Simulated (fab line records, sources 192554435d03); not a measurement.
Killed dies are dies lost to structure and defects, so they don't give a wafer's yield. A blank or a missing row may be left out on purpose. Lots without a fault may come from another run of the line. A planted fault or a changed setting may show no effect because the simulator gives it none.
fab line records | flow n5_finfet
record lots=6 wafers=18 last_day=16
route steps=1938 shown SD_EPI_P@313 SD_ACTIVATION@330 BEOL_M4@1111 PASSIVATION@1936
lots that met no fault: from a run of the same line without faults
start_h: hours from the record's first day to the start of the lot's first wafer shown | wait_h: hours since the lot's step before | " the same as in the row above | L1.1+2: a row that stands for several wafers | - no value, or no start given | * or withheld: withheld | < > ~ a bound
route shown NAME@n: a module of which the file shows steps, and the number in the route of the first | usual: mean/standard deviation of fault-free wafers | same: alike in all rows | chamber/n: place in a boat | sites: the reading at each site | _std_site: their standard deviation | _edge_site: outer sites' mean less inner sites' | radius_mm: how far each site lies from the wafer's centre | mask NAME#n: copy n | behind: the tool/chamber that last shaped the wafer | hold: why the lot was held/for how many hours/how that ended | device: the transistor (n, p or np) that didn't switch | end of line: the same wafers' tests at the end of the route | a step without rows: its recipe alone | killed: dies lost to structure and defects at the first sort, not the wafer's yield | map: a wafer's dies, x killed, . not, _ none there
set.NAME: the setting as run; set.NAME@STEP: as run at that earlier step | model.NAME: the simulator's own value behind a step, which no gauge read
lots at some steps of the route; a table a step, a row a wafer
services: from which hour (start_h, from the record's first day; less than 0 if before it) a tool's chamber was out of use, for how many hours, and why
## steps
# step N5_SD_EPI_P_STRIP_50
# recipe chemistry=CHF3/O2 resist=SiARC rf_frequency_hz=6e+07
# step N5_SD_EPI_P_SD_RECESS_17
# recipe chemistry=HBr/Cl2/O2 target_depth_a=391 bt_time_s=3 pressure_mtorr=10 icp_w=800 bias_w=112 HBr_flow_sccm=150 Cl2_flow_sccm=80 O2_flow_sccm=12
# usual chamber_pressure_mTorr=10.001/0.0087 drypump_motor_current_A=5.7/0.55 oes_product_au=1.008/0.014 throttle_valve_pct=36.9/0.4
# same bt_time_s=3
# columns lot.wafer tool chamber start_h wait_h chamber_pressure_mTorr drypump_motor_current_A oes_product_au rf_hours_counter_h throttle_valve_pct
L383.1 rie_si-03 0 92.58 0.0 9.989 6.3 1.018 4 36.7
L383.2 " 3 " " 10.002 4.9 1.019 130 36.7
L383.6 " 0 " " 9.994 6.3 1.010 - 36.7
L387.2 rie_si-01 2 110.36 0.0 9.991 5.8 0.995 28 37.1
L387.5 " 1 " " 9.998 5.7 0.988 - 36.6
L387.6 " 3 " " 9.988 5.0 1.010 - 36.6
L388.1 rie_si-03 2 114.25 0.0 10.003 5.5 0.993 105 37.7
L388.3 " 1 " " 10.004 5.3 1.014 76 37.7
L388.5 " 3 " " 10.005 4.9 1.033 - 36.7
L392.1 rie_si-01 3 140.41 0.0 10.002 5.0 1.002 163 36.6
L392.3 " 2 " " 10.005 5.8 1.004 28 37.1
L392.6 " 2 " " 10.017 5.8 0.996 - 37.1
L393.1 rie_si-05 1 151.49 0.0 9.990 5.1 1.021 27 36.6
L393.4 " 3 " " 10.001 6.2 1.000 121 37.1
L393.6 " 2 " " 10.000 6.6 1.005 - 36.7
L394.1 rie_si-01 0 160.39 0.0 9.996 6.2 1.017 66 37.2
L394.2 " 1 " " 9.992 5.7 1.000 36 36.6
L394.6 " 1 " " 9.993 5.7 0.998 - 36.6
# step N5_SD_EPI_P_WET_ETCH_45
# recipe chemistry=dHF dilution=withheld time_s=10.7 target=SiO2 target_depth_a=20 temp_c=25 dry=ipa_marangoni rinse_time_s=30 rinse_temp_c=23
# step N5_SD_EPI_P_STRIP_40
# recipe chemistry=N2/H2 power_w=1000 temp_c=250 h2_frac=0.65 overash_fraction=0.3 pressure_mtorr=withheld n2_flow_sccm=1750 h2_flow_sccm=3250
# usual drypump_motor_current_A=5.6/0.35 heater_power_w=312/13 oes_product_au=0.762/0.011
# columns lot.wafer tool chamber start_h wait_h drypump_motor_current_A heater_power_w oes_product_au rf_hours_counter_h
L383.1 plasma_asher-02 1 92.73 0.0 5.1 311 0.759 90
L383.2 " 0 " " 5.9 316 0.775 90
L383.6 " 0 " " 5.8 324 0.780 -
L387.2 plasma_asher-01 1 110.51 0.0 5.4 290 0.757 45
L387.5 " 1 " " 5.4 285 0.752 -
L387.6 " 0 " " 6.1 318 0.760 -
L388.1 plasma_asher-01 0 114.40 0.0 6.1 321 0.755 46
L388.3 " 0 " " 6.0 314 0.764 -
L388.5 " 0 " " 6.1 318 0.765 -
L392.1 plasma_asher-02 0 140.55 0.0 5.8 315 0.777 103
L392.3 " 1 " " 5.1 316 0.762 -
L392.6 " 0 " " 5.8 331 0.751 -
L393.1 plasma_asher-02 0 151.63 0.0 5.9 327 0.759 105
L393.4 " 0 " " 5.8 319 0.773 -
L393.6 " 0 " " 5.8 326 0.764 -
L394.1 plasma_asher-02 1 160.53 0.0 5.1 315 0.758 107
L394.2 " 0 " " 5.8 328 0.750 107
L394.6 " 0 " " 5.8 323 0.747 -
# step N5_SD_EPI_P_PRECLEAN_52
# recipe chemistry=O3/DIW time_s=60 temp_c=22 o3_ppm=10
# step N5_SD_EPI_P_SRD_20
# recipe dry=ipa_marangoni do_ppb=5 time_s=30 temp_c=23 rinse_liquid=diw
# step N5_SD_EPI_P_PRECLEAN_51
# recipe chemistry=NF3:NH3 afs_cycles=1 temp_c=30 time_s=20 sublimation_temp_c=180 sublimation_time_s=60 pressure_torr=3 rf_power_w=30
# step N5_SD_EPI_P_VAPOR_ETCH_44
# recipe chemistry=NF3/Ar target=SiGe30 temp_c=25 time_s=3.3 mode=isotropic
# step N5_SD_EPI_P_EPI_21
# recipe material=SiGe:B dopant=B temp_c=550 pressure_torr=20 ambient=H2 time_s=355
# step N5_SD_EPI_P_EPI_MEAS_23
# recipe mode=xrd
# usual thk_nm=60.9/1.4
# columns lot.wafer tool chamber start_h wait_h thk_nm
L383.1 film_metro-02 - 96.28 2.4 60.0
L383.2 " - " " 58.5
L383.6 " - " " 61.8
L387.2 film_metro-02 - 113.22 1.5 61.2
L387.5 " - " " 60.4
L387.6 " - " " 63.4
L388.1 film_metro-02 - 117.97 2.5 62.1
L388.3 " - " " 59.1
L388.5 " - " " 59.7
L392.1 film_metro-01 - 145.22 3.2 62.1
L392.3 " - " " 60.9
L392.6 " - " " 60.2
L393.1 film_metro-02 - 155.18 2.4 60.4
L393.4 " - " " 60.5
L393.6 " - " " 60.1
L394.1 film_metro-02 - 163.25 1.8 60.0
L394.2 " - " " 59.4
L394.6 " - " " 61.1
# step N5_SD_EPI_P_HM_STRIP_48
# recipe chemistry=H3PO4 temp_c=160 material=SiNx target=SiNx target_depth_a=30 overetch_fraction=0.3
# step N5_SD_EPI_P_SRD_49
# recipe dry=ipa_marangoni time_s=30 temp_c=23 rinse_liquid=diw
# step N5_SD_EPI_P_PRECLEAN_24
# recipe chemistry=O3/DIW time_s=45 temp_c=22 o3_ppm=10
# columns lot.wafer tool chamber start_h wait_h
L383.1+2+6 wet_bench-01 3,4,6 96.38 0.0
L387.2+5+6 wet_bench-01 1,5,6 113.33 0.0
L388.1+3+5 wet_bench-01 5,3,2 118.08 0.0
L392.1+3+6 wet_bench-06 7,5,1 145.34 0.0
L393.1+4+6 wet_bench-02 3,5,6 155.29 0.0
L394.1+2+6 wet_bench-02 3,1,4 163.35 0.0
# step N5_SD_EPI_P_PRECLEAN_32
# recipe chemistry=dHF time_s=10 dilution=500:1 temp_c=25
# step N5_SD_EPI_P_PRECLEAN_33
# recipe chemistry=SC2 time_s=45 temp_c=35 mix=1:1:50
# step N5_SD_EPI_P_SRD_25
# recipe time_s=30 temp_c=23 rinse_liquid=diw dry=ipa_marangoni
# step N5_SD_EPI_P_INSPECT_26
# recipe inspect_instrument=darkfield mode=post_epi
# usual raw_defect_count=163/32
# columns lot.wafer tool chamber start_h wait_h raw_defect_count
L383.1 defect_inspect-01 - 96.45 0.0 126
L383.2 " - " " 117
L383.6 " - " " 88
L387.2 defect_inspect-02 - 113.40 0.0 998
L387.5 " - " " 982
L387.6 " - " " 951
L388.1 defect_inspect-02 - 118.15 0.0 985
L388.3 " - " " 1063
L388.5 " - " " 1056
L392.1 defect_inspect-02 - 145.41 0.0 178
L392.3 " - " " 157
L392.6 " - " " 131
L393.1 defect_inspect-01 - 155.36 0.0 163
L393.4 " - " " 152
L393.6 " - " " 153
L394.1 defect_inspect-02 - 163.42 0.0 172
L394.2 " - " " 197
L394.6 " - " " 150
# step N5_SD_ACTIVATION_RTA_00
# recipe temp_c=975 time_s=0 ambient=N2 idle_temp_c=600 ramp_up_c_per_s=150 ramp_down_c_per_s=60 cool_to_c=600
# usual lamp_power_pct=8.96/0.054 lamp_zone_5_pct=8.949/0.028 wafer_temp_C_max=975.2/1.9
# columns lot.wafer tool chamber start_h wait_h lamp_power_pct lamp_zone_5_pct wafer_temp_C_max
L383.1 rtp_anneal-02 0 96.48 0.0 8.90 8.933 974.0
L383.2 " 0 " " 9.05 8.929 974.4
L383.6 " 0 " " 8.92 8.919 974.5
L387.2 rtp_anneal-02 0 113.53 0.1 8.97 8.917 975.3
L387.5 " 0 " " 8.85 8.917 974.3
L387.6 " 0 " " 9.00 8.913 971.5
L388.1 rtp_anneal-01 0 118.41 0.3 8.92 8.913 976.7
L388.3 " 0 " " 8.97 8.925 979.2
L388.5 " 0 " " 9.02 8.969 974.7
L392.1 rtp_anneal-02 0 145.44 0.0 8.96 8.935 971.4
L392.3 " 0 " " 8.94 8.958 978.0
L392.6 " 0 " " 8.87 8.925 973.3
L393.1 rtp_anneal-01 0 155.38 0.0 8.95 8.939 976.0
L393.4 " 0 " " 8.98 8.965 975.5
L393.6 " 0 " " 8.91 8.888 973.9
L394.1 rtp_anneal-02 0 163.45 0.0 9.04 8.968 975.6
L394.2 " 0 " " 9.03 8.951 978.0
L394.6 " 0 " " 8.88 8.947 977.0
# step N5_BEOL_M4_RC_MEAS_101
# usual DIBL_N=36.0/1.9 DIBL_P=36.0/2.1 IOFF_N=0.155/0.029 IOFF_P=0.20/0.032 ION_N=672/11 ION_P=461/6.9 SS_N=71.5/0.58 SS_P=73.2/0.64 VT_N=250.4/2.9 VT_P=-251.0/2.8
# columns lot.wafer tool chamber start_h wait_h DIBL_N[mV/V] DIBL_P[mV/V] IOFF_N[nA/um] IOFF_P[nA/um] ION_N[uA/um] ION_P[uA/um] SS_N[mV/dec] SS_P[mV/dec] VT_N[mV] VT_P[mV]
L383.1 prober-02 0 214.31 0.0 40.1 40.3 0.224 0.27 675 464 72.9 74.0 247.6 -248.9
L383.2 " 0 " " 38.9 38.8 0.185 0.25 682 472 71.4 73.7 250.4 -247.6
L383.6 " 0 " " 39.9 39.2 0.214 0.26 674 461 71.1 73.9 247.6 -245.5
L387.2 prober-01 0 241.12 0.2 32.8 32.3 0.099 0.15 644 448 70.2 72.5 257.9 -254.0
L387.5 " 0 " " 33.4 34.6 0.123 0.18 667 461 71.1 73.8 251.8 -251.1
L387.6 " 0 " " 34.1 34.3 0.123 0.17 651 454 72.0 72.1 256.5 -250.7
L388.1 prober-02 0 244.66 0.0 33.7 32.9 0.126 0.18 662 461 70.1 72.5 252.3 -253.1
L388.3 " 0 " " 34.3 34.1 0.144 0.19 686 462 70.5 73.1 251.6 -252.4
L388.5 " 0 " " 36.1 36.2 0.171 0.23 687 470 71.4 73.0 247.8 -249.6
L392.1 prober-01 0 256.57 0.0 36.9 35.6 0.173 0.23 683 470 71.5 74.0 247.8 -246.5
L392.3 " 0 " " 33.3 33.0 0.124 0.19 675 465 70.6 73.6 250.4 -247.1
L392.6 " 0 " " 36.2 34.9 0.156 0.22 662 459 71.6 73.9 249.3 -247.3
L393.1 prober-01 0 263.93 0.0 34.9 36.2 0.129 0.19 647 449 72.0 73.1 252.0 -251.1
L393.4 " 0 " " 34.9 36.2 0.134 0.18 656 451 71.2 72.7 250.8 -251.4
L393.6 " 0 " " 37.1 39.3 0.184 0.23 692 469 72.2 73.7 248.3 -250.2
L394.1 prober-02 0 279.51 0.0 37.1 37.0 0.151 0.19 668 455 72.0 73.4 253.4 -252.6
L394.2 " 0 " " 34.3 35.4 0.121 0.17 666 459 71.0 73.4 255.7 -252.1
L394.6 " 0 " " 35.8 35.8 0.122 0.17 666 453 71.1 73.3 258.4 -254.2
# step N5_PASSIVATION_PROBE_49
# usual defect_limited_yield=91.0/1.5 killed_at_M0_to_M3=33/9.4 killed_at_M4_up=14/4.8 killed_at_contacts=13/7.3 killed_at_front_end=43/13 killed_at_other=3.6/2.9 killed_dies=106/18 killed_on_rim=14/4.2 killed_open=69/13 killed_short=35/8.2 sort_bin_5_function=5.3/1 sort_bin_6_memory=3.3/0.68 sort_bin_8_speed=0.01/0.027 sort_n_pass=1074/18 sort_yield_pct=91.0/1.5
# same gross_dies=1180 killed_at_back_side=0 sort_bin_4_leakage[%]=0
# columns lot.wafer tool chamber start_h wait_h defect_limited_yield[%] killed_at_M0_to_M3 killed_at_M4_up killed_at_contacts killed_at_front_end killed_at_other killed_dies killed_on_rim killed_open killed_short sort_bin_5_function[%] sort_bin_6_memory[%] sort_bin_8_speed[%] sort_n_pass sort_yield_pct[%]
L387.2 prober-01 - 350.94 0.1 85.3 24 9 11 128 2 174 24 54 25 7.7 3.7 0.17 1004 85.1
L387.5 prober-01 - 351.09 0.2 87.0 30 16 13 94 0 153 29 62 33 7.7 3.0 0 1027 87.0
L387.6 prober-01 - 351.14 0.3 82.0 40 12 23 136 1 212 32 79 43 11.1 3.9 0 968 82.0
L388.1 prober-02 - 356.55 0.0 87.0 30 13 5 104 1 153 34 56 34 7.7 3.1 0 1027 87.0
L388.3 prober-02 - 356.65 0.1 82.5 24 18 17 147 1 207 26 73 31 10.7 4.5 0 973 82.5
L388.5 prober-02 - 356.75 0.2 80.7 29 19 7 171 2 228 7 57 33 12.5 3.7 0 952 80.7
L392.1 prober-02 - 360.74 0.0 89.9 41 14 15 37 12 119 16 72 45 6.5 3.1 0 1061 89.9
L392.3 prober-02 - 360.84 0.1 90.8 43 3 23 38 1 108 19 51 48 5.1 3.4 0 1072 90.8
L392.6 prober-02 - 360.99 0.3 90.2 40 9 9 57 1 116 23 70 38 5.9 3.1 0 1064 90.2
L394.1 prober-02 - 381.49 0.0 93.3 24 12 10 29 4 79 5 58 21 4.3 2.0 0 1101 93.3
L394.2 prober-02 - 381.54 0.1 90.4 48 13 15 35 2 113 19 82 30 6.8 2.5 0 1067 90.4
L394.6 prober-02 - 381.74 0.3 89.0 46 17 14 50 3 130 20 83 36 6.4 3.7 0 1050 89.0
# killed by level:class
L387.2 SD_EPI_P:unspecified=90 FIN_SAQP:geometric_particle:open=10 MOL_CONTACT_COAG:geometric_particle:open=10 FIN_SAQP:geometric_particle:short=7 BEOL_M2:geometric_particle:open=6 STI_FIN_REVEAL:geometric_particle:open=4 BEOL_M0_SAQP:geometric_particle:open=4 GATE_CUT:geometric_particle:short=3
L387.5 SD_EPI_P:unspecified=57 MOL_CONTACT_COAG:geometric_particle:open=11 FIN_SAQP:geometric_particle:short=8 DUMMY_GATE:geometric_particle:open=6 BEOL_M2:geometric_particle:open=6 STI_FIN_REVEAL:geometric_particle:open=5 BEOL_M1:geometric_particle:open=5 BEOL_M3:geometric_particle:open=5
L387.6 SD_EPI_P:unspecified=88 BEOL_M2:geometric_particle:open=17 MOL_CONTACT_COAG:geometric_particle:open=16 STI_FIN_REVEAL:geometric_particle:open=15 FIN_SAQP:geometric_particle:short=11 MOL_CONTACT_COAG:geometric_particle:short=7 BEOL_M0_SAQP:geometric_particle:short=7 BEOL_M1:geometric_particle:open=7
L388.1 SD_EPI_P:unspecified=62 STI_FIN_REVEAL:geometric_particle:open=10 BEOL_M0_SAQP:geometric_particle:open=10 GATE_CUT:geometric_particle:short=9 BEOL_M3:geometric_particle:open=7 DUMMY_GATE:geometric_particle:open=5 BEOL_M0_SAQP:geometric_particle:short=5 BEOL_M2:geometric_particle:open=5
L388.3 SD_EPI_P:unspecified=102 MOL_CONTACT_COAG:geometric_particle:open=16 DUMMY_GATE:geometric_particle:open=14 BEOL_M3:geometric_particle:open=7 FIN_SAQP:geometric_particle:open=6 FIN_SAQP:geometric_particle:short=6 BEOL_M2:geometric_particle:open=5 BEOL_M4:geometric_particle:open=5
L388.5 SD_EPI_P:unspecified=137 STI_FIN_REVEAL:geometric_particle:open=9 BEOL_M0_SAQP:geometric_particle:short=8 BEOL_M3:geometric_particle:open=8 BEOL_M2:geometric_particle:open=7 STARTING-WAFER:geometric_particle:short=6 GATE_CUT:geometric_particle:short=5 MOL_CONTACT_COAG:geometric_particle:open=5
L392.1 BEOL_M2:geometric_particle:open=13 MOL_CONTACT_COAG:geometric_particle:open=12 BEOL_M0_SAQP:geometric_particle:short=11 FIN_SAQP:geometric_particle:short=9 GATE_CUT:geometric_particle:short=9 PASS1_CAP:geometric_particle:open=9 STI_FIN_REVEAL:geometric_particle:open=6 BEOL_M3:geometric_particle:open=6
L392.3 MOL_CONTACT_COAG:geometric_particle:open=16 BEOL_M0_SAQP:geometric_particle:short=16 FIN_SAQP:geometric_particle:short=13 BEOL_M0_SAQP:geometric_particle:open=9 MOL_CONTACT_COAG:geometric_particle:short=7 BEOL_M2:geometric_particle:open=6 HKMG_FIN:area_etch=6 FIN_SAQP:geometric_particle:open=5
L392.6 FIN_SAQP:geometric_particle:short=16 STI_FIN_REVEAL:geometric_particle:open=12 BEOL_M0_SAQP:geometric_particle:short=11 BEOL_M0_SAQP:geometric_particle:open=10 BEOL_M2:geometric_particle:open=10 MOL_CONTACT_COAG:geometric_particle:open=8 FIN_SAQP:geometric_particle:open=6 DUMMY_GATE:geometric_particle:open=6
L394.1 STI_FIN_REVEAL:geometric_particle:open=10 MOL_CONTACT_COAG:geometric_particle:open=8 BEOL_M4:geometric_particle:open=6 DUMMY_GATE:geometric_particle:open=5 BEOL_M0_SAQP:geometric_particle:open=5 BEOL_M2:geometric_particle:open=4 GATE_CUT:geometric_particle:open=3 BEOL_M0_SAQP:geometric_particle:short=3
L394.2 BEOL_M0_SAQP:geometric_particle:open=14 DUMMY_GATE:geometric_particle:open=11 MOL_CONTACT_COAG:geometric_particle:open=10 BEOL_M0:geometric_particle:open=8 BEOL_M1:geometric_particle:open=8 FIN_SAQP:geometric_particle:open=6 MOL_CONTACT_COAG:geometric_particle:short=5 BEOL_M4:geometric_particle:open=5
L394.6 BEOL_M0_SAQP:geometric_particle:open=12 STI_FIN_REVEAL:geometric_particle:open=11 MOL_CONTACT_COAG:geometric_particle:open=11 FIN_SAQP:geometric_particle:short=10 BEOL_M1:geometric_particle:open=9 HKMG_FIN:area_etch=9 FIN_SAQP:geometric_particle:open=7 BEOL_M0_SAQP:geometric_particle:short=7
# map L387.6 (x killed, . not)
_________________............________________
______________.........x...x..x._____________
___________....x.......x...........__________
__________.........................x_________
________...........xx....x...xx..x...._______
_______..................x..x..x......x______
______......xx....x..x......x.x..xxx...._____
_____.........x...x......x...............____
____.....x..........x....x.x.......xx...x.___
___x....................x........x.........__
___...x.......x.x..x......xxx.x........x...__
__...........xx..........................x.._
__.....x.....x...............x.....x........_
_.......x.....x...x..........x.x.............
_....x.........x.........x..x..xx..........x.
_....x.......................................
_.x............x...x....................x...x
_......x......x....................xx........
_.x......x..x.......x.......x.x.....x........
_.....x.....x...............xx..............x
_......x...............x.............x.......
__...x..x...............x.xx................_
__.....................................x...._
___.x.....x.......xx..x...............x....__
___...........xxx............x...x.....x...__
____.........x.....x..x..........x........___
_____.......xxxxxx..................x...x____
______.....xxxxxxxxxx...x..............x_____
_______xx..xxxxxxxxxx.x...x.xx.......x.______
________.xxxxxxxxxxxxxxx...x...x....x._______
__________xxxxxxxxxxxxxx...........x_________
___________xxxxxxxxxxxxx..x........__________
______________xxxxxxxxx........._____________
_________________xxxx.xx.....________________
# map L388.5 (x killed, . not)
_________________..........x.________________
______________.................._____________
___________.......x..x....x........__________
__________.............x........x..._________
________....x...x...x................._______
_______.......x..................x.....______
______..............x....x.......x...x.._____
_____....................................____
____x....................................x___
___...................x..........x....x....__
___....x..........x...........x............__
__..................x......................._
__..x........xxxx.x.xx.....x...x......x....._
_..xx...x.x.xxxxxxxxxx.x................x....
_.........xxxxxxxxxxxxxx.....x....x..........
_.x.....x.xxxxxxxxxxxxxx.....x.........x.....
_........xxxxxxxxxxxxxxxx.x..x.............x.
_.x.......xxxxxxxxxxxxxx.x..............x....
_........x.xxxxxxxxxxxx.x.x.x...x............
_.........xxxxxxxxxxxxxx.x...................
_.x......xxxxxxxxxxxxxxx..x.x..x.............
__..........xxxxxxxxxxx..x.................._
__.....x.....xx.xxxx..x....................._
___...........xx.x.......x...x........x....__
___.........x.xxx.............x....x.......__
____........x...x................x.......x___
_____x............................x......____
______...x.......x..x..x......x........._____
_______..................x.............______
________..............x..........x...x_______
__________...........x...x...x...x.._________
___________....x.....x.......x.....__________
______________.......xx........._____________
_________________............________________
## services
# columns tool chamber start_h hours kind
rie_si-01 0 68.64 44.9 repair
wet_bench-02 - 85.41 0.9 repair
plasma_asher-02 - 109.26 2.8 pm
rie_si-01 2 111.18 8.4 repair
plasma_asher-01 - 115.45 10.4 repair
rie_si-01 2 126.74 7.9 repair
## key
first_sign step=N5_SD_EPI_P_INSPECT_26 reading=raw_defect_count direction=up sigmas=27 usual=163 struck=1006
effect step=N5_PASSIVATION_PROBE_49 reading=killed_at_front_end direction=up sigmas=6.7 usual=43 struck=130
more_kills_born_at N5_SD_EPI_P_PRECLEAN_24@wet_bench-01=536
met_at N5_SD_EPI_P_PRECLEAN_24
struck_wafers L387.2,L387.5,L387.6,L388.1,L388.3,L388.5
onset_between 96.38 113.33
also_fits N5_SD_EPI_P_STRIP_40:plasma_asher-01
fault kind=chamber_particle_source tool=wet_bench-01 chamber=- onset_h=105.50 steps=N5_SD_EPI_P_PRECLEAN_24 rate_per_visit_cm2=1.3088 end_h=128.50
